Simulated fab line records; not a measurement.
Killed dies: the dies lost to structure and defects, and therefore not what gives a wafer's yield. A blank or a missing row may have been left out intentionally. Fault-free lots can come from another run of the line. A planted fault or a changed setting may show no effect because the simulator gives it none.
fab line records / flow nand-harc
record: lots: 13 wafers: 39 last-day: 34
route steps=1302 shown A_CONTACT@1048
lots that met no fault: from a run of the same line without faults
start-h: the number of hours between the record's first day and the start of the first shown wafer of the lot / wait-h: hours elapsed since this lot's preceding step / " unchanged from the row above / L1.1+2: one row covering several wafers at once / - no value, or no start given / * or withheld: withheld / < > ~ a bound
route shown NAME@n: NAME is a module with steps in the file, n the number in the route of the first one / usual: average and standard deviation across the fault-free wafers / same: alike in all rows / chamber/n: place in a boat / sites: per-site readings / _std_site: how widely they spread, as a standard deviation / _edge_site: mean of outer sites minus mean of inner sites / radius-mm: for every site, how far away it sits from the centre of the wafer / mask NAME#n: copy n / behind: tool/chamber where the wafer was last shaped / hold: why the lot was held/for how many hours/how that ended / device: transistor that didn't switch, given as n, p or np / end of line: the same wafers' tests at the end of the route / where a step has no rows: the recipe by itself / killed: not the wafer's yield, but the dies lost to structure and defects at the first sort / map: a wafer's dies, x killed, . not, _ none there
set.NAME: the setting as run; set.NAME@STEP: as run at that earlier step / model.NAME: the simulator's own value behind a step, which no gauge read
a sample of lots followed through the steps of the route, with each step as a table and each wafer as a row
services: a tool's chamber out of use, with start hour (start-h, from the record's first day; less than 0 if before it), hours out, and reason
== steps ==
step: NHARC_A_CONTACT_ETCH_125
recipe: source-w: withheld pressure-mtorr: 20 bias-v: 3000 time-s: 197 target-depth-a: 19180 ar-flow-sccm: withheld c4f8-flow-sccm: withheld o2-flow-sccm: withheld chemistry: C4F8/O2/Ar
lot.wafer=L643.2 tool=har-cap-etch-02 chamber=0 start-h=518.67 wait-h=0.2 rf-hours-counter-h=85
lot.wafer=L643.3 tool=har-cap-etch-02 chamber=1 start-h=518.67 wait-h=0.2 rf-hours-counter-h=-
lot.wafer=L643.4 tool=har-cap-etch-02 chamber=0 start-h=518.67 wait-h=0.2 rf-hours-counter-h=-
lot.wafer=L645.1 tool=har-cap-etch-01 chamber=1 start-h=526.56 wait-h=0.2 rf-hours-counter-h=2
lot.wafer=L645.6 tool=har-cap-etch-01 chamber=1 start-h=526.56 wait-h=0.2 rf-hours-counter-h=-
lot.wafer=L645.5 tool=har-cap-etch-01 chamber=0 start-h=526.56 wait-h=0.2 rf-hours-counter-h=-
lot.wafer=L646.1 tool=har-cap-etch-03 chamber=1 start-h=541.61 wait-h=0.2 rf-hours-counter-h=51
lot.wafer=L646.4 tool=har-cap-etch-03 chamber=0 start-h=541.61 wait-h=0.2 rf-hours-counter-h=-
lot.wafer=L646.6 tool=har-cap-etch-03 chamber=0 start-h=541.61 wait-h=0.2 rf-hours-counter-h=-
lot.wafer=L648.4 tool=har-cap-etch-02 chamber=1 start-h=564.70 wait-h=0.2 rf-hours-counter-h=-
lot.wafer=L648.6 tool=har-cap-etch-02 chamber=0 start-h=564.70 wait-h=0.2 rf-hours-counter-h=-
lot.wafer=L648.5 tool=har-cap-etch-02 chamber=1 start-h=564.70 wait-h=0.2 rf-hours-counter-h=-
lot.wafer=L649.3 tool=har-cap-etch-01 chamber=0 start-h=585.41 wait-h=0.2 rf-hours-counter-h=-
lot.wafer=L649.4 tool=har-cap-etch-01 chamber=1 start-h=585.41 wait-h=0.2 rf-hours-counter-h=-
lot.wafer=L649.6 tool=har-cap-etch-01 chamber=1 start-h=585.41 wait-h=0.2 rf-hours-counter-h=-
lot.wafer=L650.2 tool=har-cap-etch-02 chamber=1 start-h=592.79 wait-h=0.2 rf-hours-counter-h=97
lot.wafer=L650.4 tool=har-cap-etch-02 chamber=1 start-h=592.79 wait-h=0.2 rf-hours-counter-h=-
lot.wafer=L650.5 tool=har-cap-etch-02 chamber=1 start-h=592.79 wait-h=0.2 rf-hours-counter-h=-
lot.wafer=L654.1 tool=har-cap-etch-01 chamber=1 start-h=616.55 wait-h=0.2 rf-hours-counter-h=19
lot.wafer=L654.4 tool=har-cap-etch-01 chamber=0 start-h=616.55 wait-h=0.2 rf-hours-counter-h=-
lot.wafer=L654.6 tool=har-cap-etch-01 chamber=0 start-h=616.55 wait-h=0.2 rf-hours-counter-h=-
lot.wafer=L652.2 tool=har-cap-etch-03 chamber=0 start-h=621.76 wait-h=0.2 rf-hours-counter-h=64
lot.wafer=L652.1 tool=har-cap-etch-03 chamber=1 start-h=621.76 wait-h=0.2 rf-hours-counter-h=64
lot.wafer=L652.5 tool=har-cap-etch-03 chamber=0 start-h=621.76 wait-h=0.2 rf-hours-counter-h=-
lot.wafer=L653.3 tool=har-cap-etch-02 chamber=1 start-h=624.11 wait-h=0.2 rf-hours-counter-h=-
lot.wafer=L653.6 tool=har-cap-etch-02 chamber=1 start-h=624.11 wait-h=0.2 rf-hours-counter-h=-
lot.wafer=L653.5 tool=har-cap-etch-02 chamber=0 start-h=624.11 wait-h=0.2 rf-hours-counter-h=-
lot.wafer=L661.2 tool=har-cap-etch-03 chamber=1 start-h=687.01 wait-h=0.2 rf-hours-counter-h=77
lot.wafer=L661.1 tool=har-cap-etch-03 chamber=0 start-h=687.01 wait-h=0.2 rf-hours-counter-h=77
lot.wafer=L661.5 tool=har-cap-etch-03 chamber=1 start-h=687.01 wait-h=0.2 rf-hours-counter-h=-
lot.wafer=L663.4 tool=har-cap-etch-03 chamber=1 start-h=717.52 wait-h=0.2 rf-hours-counter-h=-
lot.wafer=L663.5 tool=har-cap-etch-03 chamber=1 start-h=717.52 wait-h=0.2 rf-hours-counter-h=-
lot.wafer=L663.6 tool=har-cap-etch-03 chamber=0 start-h=717.52 wait-h=0.2 rf-hours-counter-h=-
lot.wafer=L665.1 tool=har-cap-etch-03 chamber=0 start-h=738.54 wait-h=0.2 rf-hours-counter-h=85
lot.wafer=L665.4 tool=har-cap-etch-03 chamber=1 start-h=738.54 wait-h=0.2 rf-hours-counter-h=-
lot.wafer=L665.6 tool=har-cap-etch-03 chamber=1 start-h=738.54 wait-h=0.2 rf-hours-counter-h=-
lot.wafer=L664.4 tool=har-cap-etch-01 chamber=1 start-h=742.15 wait-h=0.2 rf-hours-counter-h=-
lot.wafer=L664.3 tool=har-cap-etch-01 chamber=0 start-h=742.15 wait-h=0.2 rf-hours-counter-h=-
lot.wafer=L664.6 tool=har-cap-etch-01 chamber=0 start-h=742.15 wait-h=0.2 rf-hours-counter-h=-
step: NHARC_A_CONTACT_ETCH_130
recipe: source-w: withheld pressure-mtorr: 20 bias-v: 3000 time-s: 197 target-depth-a: 19180 ar-flow-sccm: withheld c4f8-flow-sccm: withheld o2-flow-sccm: withheld chemistry: C4F8/O2/Ar
lot.wafer=L643.2 tool=har-cap-etch-02 chamber=0 start-h=519.55 wait-h=0.1 rf-hours-counter-h=86
lot.wafer=L643.3 tool=har-cap-etch-02 chamber=1 start-h=519.55 wait-h=0.1 rf-hours-counter-h=-
lot.wafer=L643.4 tool=har-cap-etch-02 chamber=0 start-h=519.55 wait-h=0.1 rf-hours-counter-h=-
lot.wafer=L645.1 tool=har-cap-etch-01 chamber=1 start-h=527.45 wait-h=0.1 rf-hours-counter-h=3
lot.wafer=L645.6 tool=har-cap-etch-01 chamber=1 start-h=527.45 wait-h=0.1 rf-hours-counter-h=-
lot.wafer=L645.5 tool=har-cap-etch-01 chamber=0 start-h=527.45 wait-h=0.1 rf-hours-counter-h=-
lot.wafer=L646.1 tool=har-cap-etch-03 chamber=1 start-h=542.49 wait-h=0.1 rf-hours-counter-h=52
lot.wafer=L646.4 tool=har-cap-etch-03 chamber=0 start-h=542.49 wait-h=0.1 rf-hours-counter-h=-
lot.wafer=L646.6 tool=har-cap-etch-03 chamber=0 start-h=542.49 wait-h=0.1 rf-hours-counter-h=-
lot.wafer=L648.4 tool=har-cap-etch-02 chamber=1 start-h=565.59 wait-h=0.1 rf-hours-counter-h=-
lot.wafer=L648.6 tool=har-cap-etch-02 chamber=0 start-h=565.59 wait-h=0.1 rf-hours-counter-h=-
lot.wafer=L648.5 tool=har-cap-etch-02 chamber=1 start-h=565.59 wait-h=0.1 rf-hours-counter-h=-
lot.wafer=L649.3 tool=har-cap-etch-01 chamber=0 start-h=586.29 wait-h=0.1 rf-hours-counter-h=-
lot.wafer=L649.4 tool=har-cap-etch-01 chamber=1 start-h=586.29 wait-h=0.1 rf-hours-counter-h=-
lot.wafer=L649.6 tool=har-cap-etch-01 chamber=1 start-h=586.29 wait-h=0.1 rf-hours-counter-h=-
lot.wafer=L650.2 tool=har-cap-etch-02 chamber=1 start-h=593.67 wait-h=0.1 rf-hours-counter-h=98
lot.wafer=L650.4 tool=har-cap-etch-02 chamber=1 start-h=593.67 wait-h=0.1 rf-hours-counter-h=-
lot.wafer=L650.5 tool=har-cap-etch-02 chamber=1 start-h=593.67 wait-h=0.1 rf-hours-counter-h=-
lot.wafer=L654.1 tool=har-cap-etch-01 chamber=1 start-h=617.44 wait-h=0.1 rf-hours-counter-h=20
lot.wafer=L654.4 tool=har-cap-etch-01 chamber=0 start-h=617.44 wait-h=0.1 rf-hours-counter-h=-
lot.wafer=L654.6 tool=har-cap-etch-01 chamber=0 start-h=617.44 wait-h=0.1 rf-hours-counter-h=-
lot.wafer=L652.2 tool=har-cap-etch-03 chamber=0 start-h=622.65 wait-h=0.1 rf-hours-counter-h=65
lot.wafer=L652.1 tool=har-cap-etch-03 chamber=1 start-h=622.65 wait-h=0.1 rf-hours-counter-h=65
lot.wafer=L652.5 tool=har-cap-etch-03 chamber=0 start-h=622.65 wait-h=0.1 rf-hours-counter-h=-
lot.wafer=L653.3 tool=har-cap-etch-02 chamber=1 start-h=624.99 wait-h=0.1 rf-hours-counter-h=-
lot.wafer=L653.6 tool=har-cap-etch-02 chamber=1 start-h=624.99 wait-h=0.1 rf-hours-counter-h=-
lot.wafer=L653.5 tool=har-cap-etch-02 chamber=0 start-h=624.99 wait-h=0.1 rf-hours-counter-h=-
lot.wafer=L661.2 tool=har-cap-etch-03 chamber=1 start-h=687.90 wait-h=0.1 rf-hours-counter-h=77
lot.wafer=L661.1 tool=har-cap-etch-03 chamber=0 start-h=687.90 wait-h=0.1 rf-hours-counter-h=77
lot.wafer=L661.5 tool=har-cap-etch-03 chamber=1 start-h=687.90 wait-h=0.1 rf-hours-counter-h=-
lot.wafer=L663.4 tool=har-cap-etch-03 chamber=1 start-h=718.41 wait-h=0.1 rf-hours-counter-h=-
lot.wafer=L663.5 tool=har-cap-etch-03 chamber=1 start-h=718.41 wait-h=0.1 rf-hours-counter-h=-
lot.wafer=L663.6 tool=har-cap-etch-03 chamber=0 start-h=718.41 wait-h=0.1 rf-hours-counter-h=-
lot.wafer=L665.1 tool=har-cap-etch-03 chamber=0 start-h=739.42 wait-h=0.1 rf-hours-counter-h=86
lot.wafer=L665.4 tool=har-cap-etch-03 chamber=1 start-h=739.42 wait-h=0.1 rf-hours-counter-h=-
lot.wafer=L665.6 tool=har-cap-etch-03 chamber=1 start-h=739.42 wait-h=0.1 rf-hours-counter-h=-
lot.wafer=L664.4 tool=har-cap-etch-01 chamber=1 start-h=743.04 wait-h=0.1 rf-hours-counter-h=-
lot.wafer=L664.3 tool=har-cap-etch-01 chamber=0 start-h=743.04 wait-h=0.1 rf-hours-counter-h=-
lot.wafer=L664.6 tool=har-cap-etch-01 chamber=0 start-h=743.04 wait-h=0.1 rf-hours-counter-h=-
step: NHARC_A_CONTACT_ETCH_97
recipe: target-depth-a: 200 over-etch-frac: 0.5 time-s: 10 ion-energy-ev: 250 c4f6-flow-sccm: 25 o2-flow-sccm: 20 ar-flow-sccm: 500 rf-w: 600 bias-w: 500 chemistry: C4F6/O2
usual: drypump-motor-current-A: 5.9/0.46 oes-product-au: 0.948/0.019 rf-vpp-V: 547/3.7 showerhead-plenum-p-Torr: 3.92/0.17 throttle-valve-pct: 26.903/0.0095
lot.wafer=L643.2 tool=rie-diel-11 chamber=3 start-h=- wait-h=- drypump-motor-current-A=6.6 oes-product-au=0.943 rf-hours-counter-h=7 rf-vpp-V=552 showerhead-plenum-p-Torr=4.13 throttle-valve-pct=26.888
lot.wafer=L643.4 tool=rie-diel-11 chamber=0 start-h=- wait-h=- drypump-motor-current-A=5.2 oes-product-au=0.944 rf-hours-counter-h=7 rf-vpp-V=548 showerhead-plenum-p-Torr=3.99 throttle-valve-pct=26.906
lot.wafer=L643.3 tool=rie-diel-11 chamber=1 start-h=- wait-h=- drypump-motor-current-A=6.1 oes-product-au=0.931 rf-hours-counter-h=7 rf-vpp-V=548 showerhead-plenum-p-Torr=3.98 throttle-valve-pct=26.908
lot.wafer=L645.1 tool=rie-diel-06 chamber=1 start-h=528.93 wait-h=0.1 drypump-motor-current-A=6.1 oes-product-au=0.960 rf-hours-counter-h=7 rf-vpp-V=547 showerhead-plenum-p-Torr=4.02 throttle-valve-pct=26.915
lot.wafer=L645.6 tool=rie-diel-06 chamber=2 start-h=528.93 wait-h=0.1 drypump-motor-current-A=6.2 oes-product-au=0.949 rf-hours-counter-h=- rf-vpp-V=544 showerhead-plenum-p-Torr=3.77 throttle-valve-pct=26.884
lot.wafer=L645.5 tool=rie-diel-06 chamber=3 start-h=528.93 wait-h=0.1 drypump-motor-current-A=5.8 oes-product-au=0.956 rf-hours-counter-h=- rf-vpp-V=553 showerhead-plenum-p-Torr=4.19 throttle-valve-pct=26.895
lot.wafer=L646.1 tool=rie-diel-04 chamber=1 start-h=543.97 wait-h=0.1 drypump-motor-current-A=6.0 oes-product-au=1.006 rf-hours-counter-h=0 rf-vpp-V=542 showerhead-plenum-p-Torr=3.75 throttle-valve-pct=26.903
lot.wafer=L646.6 tool=rie-diel-04 chamber=2 start-h=543.97 wait-h=0.1 drypump-motor-current-A=6.1 oes-product-au=1.002 rf-hours-counter-h=- rf-vpp-V=543 showerhead-plenum-p-Torr=3.72 throttle-valve-pct=26.914
lot.wafer=L646.4 tool=rie-diel-04 chamber=1 start-h=543.97 wait-h=0.1 drypump-motor-current-A=6.0 oes-product-au=1.012 rf-hours-counter-h=- rf-vpp-V=543 showerhead-plenum-p-Torr=3.75 throttle-valve-pct=26.916
lot.wafer=L648.4 tool=rie-diel-11 chamber=0 start-h=- wait-h=- drypump-motor-current-A=5.2 oes-product-au=0.952 rf-hours-counter-h=17 rf-vpp-V=547 showerhead-plenum-p-Torr=3.98 throttle-valve-pct=26.908
lot.wafer=L648.5 tool=rie-diel-11 chamber=3 start-h=- wait-h=- drypump-motor-current-A=6.6 oes-product-au=0.946 rf-hours-counter-h=- rf-vpp-V=551 showerhead-plenum-p-Torr=4.12 throttle-valve-pct=26.921
lot.wafer=L648.6 tool=rie-diel-11 chamber=0 start-h=- wait-h=- drypump-motor-current-A=5.2 oes-product-au=0.951 rf-hours-counter-h=- rf-vpp-V=547 showerhead-plenum-p-Torr=3.98 throttle-valve-pct=26.927
lot.wafer=L649.3 tool=rie-diel-11 chamber=1 start-h=- wait-h=- drypump-motor-current-A=6.1 oes-product-au=0.933 rf-hours-counter-h=19 rf-vpp-V=547 showerhead-plenum-p-Torr=3.97 throttle-valve-pct=26.906
lot.wafer=L649.4 tool=rie-diel-11 chamber=2 start-h=- wait-h=- drypump-motor-current-A=5.9 oes-product-au=0.930 rf-hours-counter-h=20 rf-vpp-V=542 showerhead-plenum-p-Torr=3.71 throttle-valve-pct=26.907
lot.wafer=L649.6 tool=rie-diel-11 chamber=1 start-h=- wait-h=- drypump-motor-current-A=6.1 oes-product-au=0.941 rf-hours-counter-h=- rf-vpp-V=549 showerhead-plenum-p-Torr=3.97 throttle-valve-pct=26.907
lot.wafer=L650.2 tool=rie-diel-11 chamber=2 start-h=- wait-h=- drypump-motor-current-A=5.9 oes-product-au=0.951 rf-hours-counter-h=22 rf-vpp-V=542 showerhead-plenum-p-Torr=3.71 throttle-valve-pct=26.911
lot.wafer=L650.4 tool=rie-diel-11 chamber=3 start-h=- wait-h=- drypump-motor-current-A=6.6 oes-product-au=0.957 rf-hours-counter-h=22 rf-vpp-V=551 showerhead-plenum-p-Torr=4.12 throttle-valve-pct=26.911
lot.wafer=L650.5 tool=rie-diel-11 chamber=2 start-h=- wait-h=- drypump-motor-current-A=5.9 oes-product-au=0.953 rf-hours-counter-h=- rf-vpp-V=542 showerhead-plenum-p-Torr=3.71 throttle-valve-pct=26.908
lot.wafer=L654.1 tool=rie-diel-11 chamber=0 start-h=- wait-h=- drypump-motor-current-A=5.2 oes-product-au=0.960 rf-hours-counter-h=27 rf-vpp-V=549 showerhead-plenum-p-Torr=3.97 throttle-valve-pct=26.902
lot.wafer=L654.4 tool=rie-diel-11 chamber=1 start-h=- wait-h=- drypump-motor-current-A=6.1 oes-product-au=0.935 rf-hours-counter-h=24 rf-vpp-V=548 showerhead-plenum-p-Torr=3.97 throttle-valve-pct=26.909
lot.wafer=L654.6 tool=rie-diel-11 chamber=0 start-h=- wait-h=- drypump-motor-current-A=5.2 oes-product-au=0.953 rf-hours-counter-h=- rf-vpp-V=547 showerhead-plenum-p-Torr=3.97 throttle-valve-pct=26.892
lot.wafer=L652.1 tool=rie-diel-06 chamber=0 start-h=- wait-h=- drypump-motor-current-A=5.2 oes-product-au=0.923 rf-hours-counter-h=33 rf-vpp-V=545 showerhead-plenum-p-Torr=3.89 throttle-valve-pct=26.904
lot.wafer=L652.2 tool=rie-diel-06 chamber=2 start-h=- wait-h=- drypump-motor-current-A=6.2 oes-product-au=0.940 rf-hours-counter-h=43 rf-vpp-V=541 showerhead-plenum-p-Torr=3.75 throttle-valve-pct=26.922
lot.wafer=L652.5 tool=rie-diel-06 chamber=0 start-h=- wait-h=- drypump-motor-current-A=5.2 oes-product-au=0.918 rf-hours-counter-h=- rf-vpp-V=547 showerhead-plenum-p-Torr=3.89 throttle-valve-pct=26.923
lot.wafer=L653.3 tool=rie-diel-11 chamber=0 start-h=- wait-h=- drypump-motor-current-A=5.2 oes-product-au=0.935 rf-hours-counter-h=28 rf-vpp-V=548 showerhead-plenum-p-Torr=3.97 throttle-valve-pct=26.922
lot.wafer=L653.6 tool=rie-diel-11 chamber=1 start-h=- wait-h=- drypump-motor-current-A=6.1 oes-product-au=0.946 rf-hours-counter-h=- rf-vpp-V=546 showerhead-plenum-p-Torr=3.96 throttle-valve-pct=26.889
lot.wafer=L653.5 tool=rie-diel-11 chamber=2 start-h=- wait-h=- drypump-motor-current-A=5.9 oes-product-au=0.956 rf-hours-counter-h=- rf-vpp-V=542 showerhead-plenum-p-Torr=3.71 throttle-valve-pct=26.908
lot.wafer=L661.2 tool=rie-diel-04 chamber=2 start-h=689.38 wait-h=0.1 drypump-motor-current-A=6.1 oes-product-au=0.942 rf-hours-counter-h=53 rf-vpp-V=541 showerhead-plenum-p-Torr=3.69 throttle-valve-pct=26.908
lot.wafer=L661.1 tool=rie-diel-04 chamber=1 start-h=689.38 wait-h=0.1 drypump-motor-current-A=6.0 oes-product-au=0.946 rf-hours-counter-h=55 rf-vpp-V=544 showerhead-plenum-p-Torr=3.72 throttle-valve-pct=26.913
lot.wafer=L661.5 tool=rie-diel-04 chamber=2 start-h=689.38 wait-h=0.1 drypump-motor-current-A=6.2 oes-product-au=0.949 rf-hours-counter-h=- rf-vpp-V=541 showerhead-plenum-p-Torr=3.69 throttle-valve-pct=26.893
lot.wafer=L663.4 tool=rie-diel-11 chamber=2 start-h=- wait-h=- drypump-motor-current-A=5.9 oes-product-au=0.951 rf-hours-counter-h=13 rf-vpp-V=542 showerhead-plenum-p-Torr=3.70 throttle-valve-pct=26.891
lot.wafer=L663.5 tool=rie-diel-11 chamber=2 start-h=- wait-h=- drypump-motor-current-A=5.9 oes-product-au=0.950 rf-hours-counter-h=- rf-vpp-V=542 showerhead-plenum-p-Torr=3.70 throttle-valve-pct=26.909
lot.wafer=L663.6 tool=rie-diel-11 chamber=3 start-h=- wait-h=- drypump-motor-current-A=6.6 oes-product-au=0.934 rf-hours-counter-h=- rf-vpp-V=551 showerhead-plenum-p-Torr=4.11 throttle-valve-pct=26.902
lot.wafer=L665.1 tool=rie-diel-11 chamber=1 start-h=- wait-h=- drypump-motor-current-A=6.1 oes-product-au=0.918 rf-hours-counter-h=18 rf-vpp-V=547 showerhead-plenum-p-Torr=3.95 throttle-valve-pct=26.893
lot.wafer=L665.4 tool=rie-diel-11 chamber=2 start-h=- wait-h=- drypump-motor-current-A=5.9 oes-product-au=0.941 rf-hours-counter-h=15 rf-vpp-V=542 showerhead-plenum-p-Torr=3.70 throttle-valve-pct=26.903
lot.wafer=L665.6 tool=rie-diel-11 chamber=0 start-h=- wait-h=- drypump-motor-current-A=5.2 oes-product-au=0.946 rf-hours-counter-h=- rf-vpp-V=547 showerhead-plenum-p-Torr=3.96 throttle-valve-pct=26.906
lot.wafer=L664.4 tool=rie-diel-04 chamber=2 start-h=- wait-h=- drypump-motor-current-A=6.1 oes-product-au=0.995 rf-hours-counter-h=10 rf-vpp-V=542 showerhead-plenum-p-Torr=3.68 throttle-valve-pct=26.898
lot.wafer=L664.3 tool=rie-diel-04 chamber=0 start-h=- wait-h=- drypump-motor-current-A=5.6 oes-product-au=0.998 rf-hours-counter-h=10 rf-vpp-V=551 showerhead-plenum-p-Torr=4.22 throttle-valve-pct=26.910
lot.wafer=L664.6 tool=rie-diel-04 chamber=1 start-h=- wait-h=- drypump-motor-current-A=6.0 oes-product-au=1.006 rf-hours-counter-h=- rf-vpp-V=542 showerhead-plenum-p-Torr=3.71 throttle-valve-pct=26.905
step: NHARC_A_CONTACT_STRIP_83
recipe: time-s: 600 temp-c: 30 chemistry: post-etch-residue-remover
usual: bath-heat-duty-pct: 13.3/1.5 run-length-s: 602.8/1.2
lot.wafer=L643.3 tool=wet-bench-06 chamber=0 start-h=521.74 wait-h=- bath-heat-duty-pct=13.9 run-length-s=600.9
lot.wafer=L643.2 tool=wet-bench-06 chamber=2 start-h=521.74 wait-h=- bath-heat-duty-pct=13.7 run-length-s=602.0
lot.wafer=L643.4 tool=wet-bench-06 chamber=3 start-h=521.74 wait-h=- bath-heat-duty-pct=14.0 run-length-s=602.9
lot.wafer=L645.5 tool=wet-bench-07 chamber=1 start-h=529.70 wait-h=- bath-heat-duty-pct=13.9 run-length-s=602.7
lot.wafer=L645.6 tool=wet-bench-07 chamber=3 start-h=529.70 wait-h=- bath-heat-duty-pct=13.8 run-length-s=604.9
lot.wafer=L645.1 tool=wet-bench-07 chamber=5 start-h=529.70 wait-h=- bath-heat-duty-pct=12.5 run-length-s=602.3
lot.wafer=L646.4 tool=wet-bench-09 chamber=4 start-h=544.84 wait-h=- bath-heat-duty-pct=14.6 run-length-s=603.6
lot.wafer=L646.6 tool=wet-bench-09 chamber=6 start-h=544.84 wait-h=- bath-heat-duty-pct=15.5 run-length-s=602.0
lot.wafer=L646.1 tool=wet-bench-09 chamber=0 start-h=544.84 wait-h=- bath-heat-duty-pct=12.8 run-length-s=603.4
lot.wafer=L648.6 tool=wet-bench-06 chamber=0 start-h=567.73 wait-h=- bath-heat-duty-pct=13.2 run-length-s=601.5
lot.wafer=L648.4 tool=wet-bench-06 chamber=1 start-h=567.73 wait-h=- bath-heat-duty-pct=15.8 run-length-s=601.7
lot.wafer=L648.5 tool=wet-bench-06 chamber=2 start-h=567.73 wait-h=- bath-heat-duty-pct=15.2 run-length-s=603.5
lot.wafer=L649.6 tool=wet-bench-09 chamber=2 start-h=588.45 wait-h=- bath-heat-duty-pct=10.8 run-length-s=600.6
lot.wafer=L649.4 tool=wet-bench-09 chamber=4 start-h=588.45 wait-h=- bath-heat-duty-pct=14.8 run-length-s=604.0
lot.wafer=L649.3 tool=wet-bench-09 chamber=5 start-h=588.45 wait-h=- bath-heat-duty-pct=12.9 run-length-s=602.3
lot.wafer=L650.2 tool=wet-bench-09 chamber=1 start-h=595.86 wait-h=- bath-heat-duty-pct=14.2 run-length-s=603.9
lot.wafer=L650.5 tool=wet-bench-09 chamber=3 start-h=595.86 wait-h=- bath-heat-duty-pct=13.9 run-length-s=600.7
lot.wafer=L650.4 tool=wet-bench-09 chamber=4 start-h=595.86 wait-h=- bath-heat-duty-pct=14.7 run-length-s=604.9
lot.wafer=L654.6 tool=wet-bench-09 chamber=4 start-h=619.67 wait-h=- bath-heat-duty-pct=- run-length-s=-
lot.wafer=L654.1 tool=wet-bench-09 chamber=5 start-h=619.67 wait-h=- bath-heat-duty-pct=- run-length-s=-
lot.wafer=L654.4 tool=wet-bench-09 chamber=6 start-h=619.67 wait-h=- bath-heat-duty-pct=- run-length-s=-
lot.wafer=L652.1 tool=wet-bench-09 chamber=4 start-h=625.36 wait-h=- bath-heat-duty-pct=- run-length-s=-
lot.wafer=L652.2 tool=wet-bench-09 chamber=6 start-h=625.36 wait-h=- bath-heat-duty-pct=- run-length-s=-
lot.wafer=L652.5 tool=wet-bench-09 chamber=7 start-h=625.36 wait-h=- bath-heat-duty-pct=- run-length-s=-
lot.wafer=L653.5 tool=wet-bench-06 chamber=4 start-h=627.14 wait-h=- bath-heat-duty-pct=- run-length-s=-
lot.wafer=L653.6 tool=wet-bench-06 chamber=6 start-h=627.14 wait-h=- bath-heat-duty-pct=- run-length-s=-
lot.wafer=L653.3 tool=wet-bench-06 chamber=0 start-h=627.14 wait-h=- bath-heat-duty-pct=- run-length-s=-
lot.wafer=L661.1 tool=wet-bench-06 chamber=1 start-h=690.26 wait-h=- bath-heat-duty-pct=15.5 run-length-s=602.3
lot.wafer=L661.2 tool=wet-bench-06 chamber=3 start-h=690.26 wait-h=- bath-heat-duty-pct=13.6 run-length-s=602.7
lot.wafer=L661.5 tool=wet-bench-06 chamber=4 start-h=690.26 wait-h=- bath-heat-duty-pct=10.2 run-length-s=603.9
lot.wafer=L663.6 tool=wet-bench-06 chamber=2 start-h=720.56 wait-h=- bath-heat-duty-pct=14.1 run-length-s=602.6
lot.wafer=L663.4 tool=wet-bench-06 chamber=4 start-h=720.56 wait-h=- bath-heat-duty-pct=9.9 run-length-s=603.2
lot.wafer=L663.5 tool=wet-bench-06 chamber=5 start-h=720.56 wait-h=- bath-heat-duty-pct=14.5 run-length-s=603.5
lot.wafer=L665.1 tool=wet-bench-06 chamber=2 start-h=741.64 wait-h=- bath-heat-duty-pct=14.0 run-length-s=602.6
lot.wafer=L665.4 tool=wet-bench-06 chamber=3 start-h=741.64 wait-h=- bath-heat-duty-pct=12.9 run-length-s=602.9
lot.wafer=L665.6 tool=wet-bench-06 chamber=4 start-h=741.64 wait-h=- bath-heat-duty-pct=10.8 run-length-s=603.6
lot.wafer=L664.6 tool=wet-bench-09 chamber=2 start-h=745.33 wait-h=- bath-heat-duty-pct=11.9 run-length-s=601.2
lot.wafer=L664.4 tool=wet-bench-09 chamber=3 start-h=745.33 wait-h=- bath-heat-duty-pct=14.3 run-length-s=601.1
lot.wafer=L664.3 tool=wet-bench-09 chamber=4 start-h=745.33 wait-h=- bath-heat-duty-pct=12.7 run-length-s=604.4
== services ==
tool=har-cap-etch-01 chamber=- start-h=497.00 hours=17.0 kind=pm
tool=rie-diel-04 chamber=2 start-h=506.47 hours=6.2 kind=repair
tool=wet-bench-09 chamber=- start-h=515.72 hours=15.4 kind=repair
tool=rie-diel-11 chamber=1 start-h=522.40 hours=4.4 kind=repair
tool=rie-diel-06 chamber=0 start-h=524.67 hours=9.9 kind=repair
tool=rie-diel-04 chamber=- start-h=532.18 hours=9.0 kind=pm
tool=wet-bench-09 chamber=- start-h=539.73 hours=1.0 kind=repair
tool=wet-bench-06 chamber=- start-h=545.60 hours=8.0 kind=pm
tool=rie-diel-06 chamber=1 start-h=551.05 hours=2.3 kind=repair
tool=rie-diel-11 chamber=1 start-h=553.53 hours=7.1 kind=repair
tool=rie-diel-06 chamber=0 start-h=565.19 hours=10.4 kind=repair
tool=rie-diel-06 chamber=2 start-h=589.06 hours=6.9 kind=repair
tool=rie-diel-06 chamber=1 start-h=611.16 hours=8.6 kind=repair
tool=har-cap-etch-01 chamber=- start-h=613.18 hours=0.6 kind=repair
tool=har-cap-etch-02 chamber=- start-h=614.61 hours=1.6 kind=repair
tool=rie-diel-04 chamber=2 start-h=633.68 hours=5.4 kind=repair
tool=rie-diel-11 chamber=- start-h=646.03 hours=9.0 kind=pm
tool=rie-diel-04 chamber=3 start-h=648.56 hours=46.2 kind=repair
tool=wet-bench-09 chamber=- start-h=652.95 hours=0.6 kind=repair
tool=wet-bench-09 chamber=- start-h=690.31 hours=9.1 kind=repair
tool=wet-bench-09 chamber=- start-h=707.09 hours=8.0 kind=pm
tool=rie-diel-04 chamber=- start-h=709.18 hours=9.0 kind=pm
tool=wet-bench-06 chamber=- start-h=721.60 hours=8.0 kind=pm
tool=har-cap-etch-01 chamber=- start-h=722.72 hours=5.7 kind=repair
== key ==
first-sign: step: NHARC_A_CONTACT_STRIP_83 reading: tool-record direction: missing
effect none on later readings
met-at NHARC_A_CONTACT_STRIP_83
struck-lots L652,L653,L654
tester-left-out L652,L653,L654
not-acting-at NHARC_A_CONTACT_ETCH_125,NHARC_A_CONTACT_ETCH_130,NHARC_A_CONTACT_ETCH_97
onset-between 595.86 619.67
fault: kind: skipped-step-whole tool: wet-bench-06,wet-bench-09 chamber: - onset-h: 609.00 steps: NHARC_A_CONTACT_STRIP_83 scope: struck-lots-only
tester-left-out: of these lots the tester's yield and bins aren't shown, on N5 and GAA mostly nor the transistor test; their killed dies are dies lost to structure and defects alone, not to doping, threshold or leakage, so they don't give the yield
